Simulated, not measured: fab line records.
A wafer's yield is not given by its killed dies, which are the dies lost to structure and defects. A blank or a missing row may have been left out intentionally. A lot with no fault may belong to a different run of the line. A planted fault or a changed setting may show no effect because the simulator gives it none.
Chamber matching    flow nand-harc    NHARC_A_WL_FILL_ALD_10 on ald-hk-04 has 4 sister chambers
The step deposits SiO2, target thk 50 nm, pulse time 10 s, ald cycles 500. 24 wafers are shown with their chamber, then 12 later ones without.

## WAFERS, EACH WITH ITS CHAMBER
wafer   chamber  heater-power-outer-w (W)  heater-power-w (W)  precursor-pulse-height-rel
L074.4  0        231                       441                 0.991
L074.5  1        247                       455                 0.982
L074.6  2        239                       435                 1.033
L078.2  1        249                       451                 0.968
L078.5  1        248                       454                 0.996
L078.6  2        246                       433                 1.007
L081.3  3        278                       485                 1.006
L081.4  2        245                       432                 0.966
L081.6  1        244                       462                 0.967
L080.1  3        288                       485                 0.997
L080.2  1        243                       444                 0.970
L080.3  0        225                       427                 1.008
L083.2  1        248                       449                 0.988
L083.4  2        241                       432                 0.976
L083.5  1        248                       453                 0.985
L087.4  1        247                       461                 0.996
L087.5  1        246                       461                 0.988
L087.6  2        247                       430                 0.988
L085.4  1        254                       455                 0.968
L085.5  1        253                       451                 1.023
L085.6  0        226                       421                 1.030
L093.1  1        244                       440                 0.987
L093.2  3        280                       499                 0.975
L093.3  0        222                       425                 1.012

SIGNATURES (averages over the wafers above)
reading                     chamber 0  chamber 1  chamber 2  chamber 3  scatter within a chamber
heater-power-outer-w        226.00     247.58     243.60     282.00     3.66
heater-power-w              428.50     453.00     432.40     489.67     6.57
precursor-pulse-height-rel  1.01025    0.98483    0.99400    0.99267    0.0186
Rule: for a wafer and a chamber, the distance is found by dividing, reading by reading, the gap between the wafer's reading and the chamber's mean by the reading's scatter, squaring, summing and taking the root. The wafer belongs to the nearest chamber; if the next one is less than 2 further off, it can't be placed. The scatter: the root of (the sum of the squares of (reading less its chamber's mean) over the shown wafers, divided by (wafers less chambers)).

## WAFERS WITHOUT THEIR CHAMBER
wafer   heater-power-outer-w (W)  heater-power-w (W)  precursor-pulse-height-rel
L095.2  244                       458                 0.999
L095.4  288                       492                 1.012
L095.6  240                       461                 0.990
L089.1  282                       499                 1.002
L089.3  256                       444                 0.987
L089.6  289                       496                 0.998
L094.1  222                       425                 1.000
L094.4  254                       454                 1.029
L094.6  291                       496                 1.015
L096.3  229                       419                 0.973
L096.2  242                       444                 1.011
L096.5  283                       501                 1.005

## THE CHAMBER EACH PASSED THROUGH
wafer   from the rows above      in truth
L095.2  1                        1
L095.4  3                        3
L095.6  1                        1
L089.1  3                        3
L089.3  can't be placed: 1 or 2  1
L089.6  3                        3
L094.1  0                        0
L094.4  can't be placed: 1 or 2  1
L094.6  3                        3
L096.3  0                        0
L096.2  can't be placed: 2 or 1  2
L096.5  3                        3
Placed correctly: 9 of 12. Cannot be placed on the basis of these rows: 3; the candidates contain the true chamber in 3. Placed wrongly: 0.
